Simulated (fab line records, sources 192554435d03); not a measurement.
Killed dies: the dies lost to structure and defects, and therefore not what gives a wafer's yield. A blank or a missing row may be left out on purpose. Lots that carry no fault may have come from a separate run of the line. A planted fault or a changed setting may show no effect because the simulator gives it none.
Matching of chambers -- flow n5 finfet -- N5_PMOS_HMC_CHANNEL_EPI_DESCUM_14 on rie diel-02: 4 sister chambers
The step chemistry O2, time 7.9 s. 16 wafers are shown with their chamber, then 8 later ones without.

== EACH WAFER AND ITS CHAMBER ==
wafer,chamber,drypump motor current A (A),throttle valve pct (%),showerhead plenum p Torr (Torr)
L074.2,1,6.7,20.13,2.14
L074.4,2,6.1,20.76,2.07
L074.5,1,6.7,20.13,2.14
L080.3,0,6.3,20.17,2.18
L080.4,3,5.2,20.10,2.05
L080.6,0,6.3,20.15,2.18
L083.2,0,6.2,20.18,2.18
L083.5,1,6.6,20.16,2.13
L083.6,0,6.2,20.16,2.18
L086.1,2,6.1,20.80,2.06
L086.2,1,6.6,20.17,2.13
L086.6,0,6.3,20.15,2.17
L087.1,0,6.3,20.18,2.17
L087.2,1,6.6,20.17,2.13
L087.4,2,6.1,20.82,2.06
L090.1,0,6.3,20.18,2.17

SIGNATURES, as means of the wafers listed above
reading,chamber 0,chamber 1,chamber 2,chamber 3,scatter within a chamber
drypump motor current A,6.271,6.640,6.100,5.200,0.0468
throttle valve pct,20.1671,20.1520,20.7933,20.1000,0.0198
showerhead plenum p Torr,2.1757,2.1340,2.0633,2.0500,0.00546
Rule: for a wafer and a chamber, the distance is found by dividing, reading by reading, the gap between the wafer's reading and the chamber's mean by the reading's scatter, squaring, summing and taking the root. The wafer belongs to the nearest chamber; if the next one is less than 2 further off, it can't be placed. How the scatter is found: for the shown wafers, subtract from each reading the mean of its chamber, square and add these, divide the total by (wafers less chambers), then take the root.

== WAFERS WHOSE CHAMBER IS MISSING ==
wafer,drypump motor current A (A),throttle valve pct (%),showerhead plenum p Torr (Torr)
L090.3,6.1,20.82,2.06
L090.5,6.3,20.20,2.17
L091.2,6.3,20.19,2.17
L091.4,6.6,20.17,2.13
L091.6,6.2,20.18,2.17
L096.2,6.1,20.82,2.06
L096.4,5.2,20.16,2.04
L096.6,6.1,20.83,2.06

== CHAMBER TAKEN BY EACH ==
wafer,from the rows above,in truth
L090.3,2,2
L090.5,0,0
L091.2,0,0
L091.4,1,1
L091.6,0,0
L096.2,2,2
L096.4,3,3
L096.6,2,2
Placed correctly: 8 of 8. Not placeable from these rows: 0. Placed wrongly: 0.
